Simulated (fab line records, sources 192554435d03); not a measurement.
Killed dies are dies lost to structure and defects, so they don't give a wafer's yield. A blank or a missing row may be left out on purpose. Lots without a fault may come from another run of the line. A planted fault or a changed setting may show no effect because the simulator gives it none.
A struck lot beside a sound one | flow n5_finfet | 16 steps out of a route of 1938
Sound: wafers L204.1, L204.3, L204.4. Struck: wafer L216.3. (L216.5 of the same lot was not struck and is left out.) The cause comes at the end.
At each step with rows: each side's tool, then ch and its chambers, then its first start. Under that, the readings that differ: sound wafers | struck wafers | difference of the means | sigmas: that difference in standard deviations of wafers without a fault.
alike: readings whose means differ by less than 2 such deviations, and words and numbers that are the same on both sides. not compared: withheld readings, readings that some wafer has no value for, bounds like >300 that may hide the same value, and numbers for which the record gives no deviation and whose values overlap.
The two part at a step that has a row with sigmas, a row that says differs or no value, or rows on one side only. Numbers that don't overlap but have no deviation are shown without sigmas and don't part them. A reading that every wafer of one side lacks parts them only if that side has two wafers or more.

first, 2 steps without rows for these wafers: N5_BEOL_M1_SPUTTER_90 (material Cu, target thk 4.5 nm, time 8.29 s); N5_BEOL_M1_ANNEAL_91 (time 240 s).
N5_BEOL_M1_SPUTTER_92: material Cu, target thk 4.5 nm, time 8.29 s.
  sound on pvd_sputter-02, day 7 00:34; struck on pvd_sputter-03, day 9 19:46
  alike: throttle_valve_pct
then, 1 step without rows for these wafers: N5_BEOL_M1_ANNEAL_93 (time 240 s).
N5_BEOL_M1_SPUTTER_94: material Cu, target thk 4.5 nm, time 8.29 s.
  sound on pvd_sputter-02, day 7 00:47; struck on pvd_sputter-03, day 9 19:59
  alike: throttle_valve_pct
then, 1 step without rows for these wafers: N5_BEOL_M1_ANNEAL_95 (time 240 s).
N5_BEOL_M1_SPUTTER_96: material Cu, target thk 4.5 nm, time 8.29 s.
  sound on pvd_sputter-02, day 7 01:00; struck on pvd_sputter-03, day 9 20:13
  alike: throttle_valve_pct
then, 1 step without rows for these wafers: N5_BEOL_M1_ECD_50 (material Cu, target thk 300 nm).
N5_BEOL_M1_ANNEAL_51: time 90 s.
  sound on rtp_anneal-02 ch 0, day 7 01:17; struck on rtp_anneal-02 ch 0, day 9 20:29
  alike: wafer_temp_C_max
then, 1 step without rows for these wafers: N5_BEOL_M1_CMP_52 (polishes, stops on SiOC, t overpolish 6.8 s, target thk 40 nm).
N5_BEOL_M1_THK_MEAS_53: measures by xrf.
  sound on film_metro-01, day 7 01:53; struck on film_metro-01, day 9 21:00
  alike: M1_THK
N5_BEOL_M1_PRE_CLEAN_60: time 15 s.
  sound on cvd_co-02 ch 0,1, day 7 01:55; struck on cvd_co-02 ch 0, day 9 21:02
  alike: heater_power_w
  not compared: since_wet_clean_h
N5_BEOL_M1_CO_CAP_55: material Co, precursor CCTBA/H2, target thk 2 nm, time 102.1 s.
  sound on cvd_co-02 ch 0,1, day 7 01:58; struck on cvd_co-02 ch 0, day 9 21:04
  reading                                   | sound             | struck | difference | sigmas
  run_length_s (s)                          | 124.3 125.9 125.0 | 63.5   | -61.6      | -99 or more
  model.Co_of_BEOL_M1_CO_CAP_55.thk_nm (nm) | 2.2 2.2 2         | 0.8    | -1.3       |
  alike: heater_power_w
  not compared: since_wet_clean_h
then, 1 step without rows for these wafers: N5_BEOL_M1_PRE_CLEAN_56 (time 15 s).
N5_BEOL_M4_RC_MEAS_101:
  sound on prober-02 ch 0, day 8 11:34; struck on prober-01 ch 0, day 11 03:30
  reading   | sound          | struck | difference | sigmas
  VT_P (mV) | -249 -246 -248 | -256   | -8         | -2
  alike: DIBL_N, DIBL_P, IOFF_N, IOFF_P, ION_N, ION_P, SS_N, SS_P, VT_N
N5_PASSIVATION_PROBE_49:
  the record has rows for the sound wafers here (prober-02, day 12 17:48) and none for the struck ones

WHERE THEY PART
First at N5_BEOL_M1_CO_CAP_55; last, within this record, at N5_PASSIVATION_PROBE_49.

WHY: what the simulator had put in
Process parameter drift: cvd_co-02, from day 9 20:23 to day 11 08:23, at N5_BEOL_M1_CO_CAP_55. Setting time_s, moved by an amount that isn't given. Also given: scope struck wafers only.
